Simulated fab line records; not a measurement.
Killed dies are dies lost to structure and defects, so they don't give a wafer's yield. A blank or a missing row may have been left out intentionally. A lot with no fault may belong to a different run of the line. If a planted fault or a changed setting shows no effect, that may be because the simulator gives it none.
Comparing a struck lot with a sound one + flow nand-harc + 15 steps out of a route of 1159
Sound: the wafers L992.1, L992.4, L992.5. Wafers L103.2, L103.4, L103.5 were the ones struck. Last of all comes the cause.
Each step with rows lists, per side, the tool, then ch with its chambers, then its first start. Under that, the readings that differ: sound wafers + struck wafers + difference of the means + sigmas: that difference in standard deviations of wafers without a fault.
alike: words and numbers the same on both sides, and readings whose means are apart by under 2 such deviations; not compared: readings that were withheld, readings missing a value for some wafer, numbers with overlapping values and no deviation given by the record, and bounds like >300 which may hide the same value.
The two part at a step that has a row with sigmas, a row that says differs or no value, or rows on one side only. Non-overlapping numbers with no deviation appear without sigmas and do not part them. A reading missing from all wafers of one side parts the sides only when that side holds two or more wafers.

first, 7 steps without rows for these wafers: NHARC_P_ZERO_WELL_HMDS_30 (time 30 s); NHARC_P_ZERO_WELL_COAT_31; NHARC_P_ZERO_WELL_SOFTBAKE_32 (time 95 s); NHARC_P_ZERO_WELL_EBR_33; NHARC_P_ZERO_WELL_EXPOSE_34 (exposes mask P PWELL, target cd 720 nm); NHARC_P_ZERO_WELL_PEB_35 (peb time 85 s); NHARC_P_ZERO_WELL_DEVELOP_36 (time 70 s).
NHARC_P_ZERO_WELL_CD_MEAS_37: the cd target is 720 nm.
  sound on cd-sem-01 ch 0, day 2 03:59; struck on cd-sem-01 ch 0, day 4 22:21
  alike: cd-nm
then, 1 step without rows for these wafers: NHARC_P_ZERO_WELL_HARDBAKE_38 (time 80 s).
NHARC_P_ZERO_WELL_DESCUM_39: chemistry O2, time 3 s.
  sound on rie-diel-09 ch 1,2,3, day 2 04:09; struck on rie-diel-09 ch 0,2,3, day 4 22:32
  alike: drypump-motor-current-A, oes-product-au, rf-vpp-V, showerhead-plenum-p-Torr, throttle-valve-pct
  not compared: rf-hours-counter-h
then, 2 steps without rows for these wafers: NHARC_P_ZERO_WELL_IMPLANT_40; NHARC_P_ZERO_WELL_IMPLANT_59.
NHARC_P_ZERO_WELL_IMPLANT_60:
  struck on implanter-01, day 4 23:08; sound on implanter-01 ch 0, day 2 04:40
  no value came back on the struck wafers for beam-energy-keV, beam-on-s (s), dose-ions-cm2; on the sound wafers beam-energy-keV reads 29.998 29.976 30.000
then, 1 step without rows for these wafers: NHARC_P_ZERO_WELL_STRIP_41 (strips in SPM, time 840 s).
-- the record jumps here: 18 days lie between the struck wafers' starts before and after (it left off in module P_ZERO_WELL and takes up again in module END, whose first step shown is number 1159 of the route) --
NHARC_END_SORT_01:
  here the record holds rows for the struck wafers (prober-01 ch 0, day 22 20:20) but none for the sound ones

== WHERE THEY PART ==
Last at NHARC_END_SORT_01 as far as this record goes, first at NHARC_P_ZERO_WELL_IMPLANT_60.

WHY: the cause the simulator had injected
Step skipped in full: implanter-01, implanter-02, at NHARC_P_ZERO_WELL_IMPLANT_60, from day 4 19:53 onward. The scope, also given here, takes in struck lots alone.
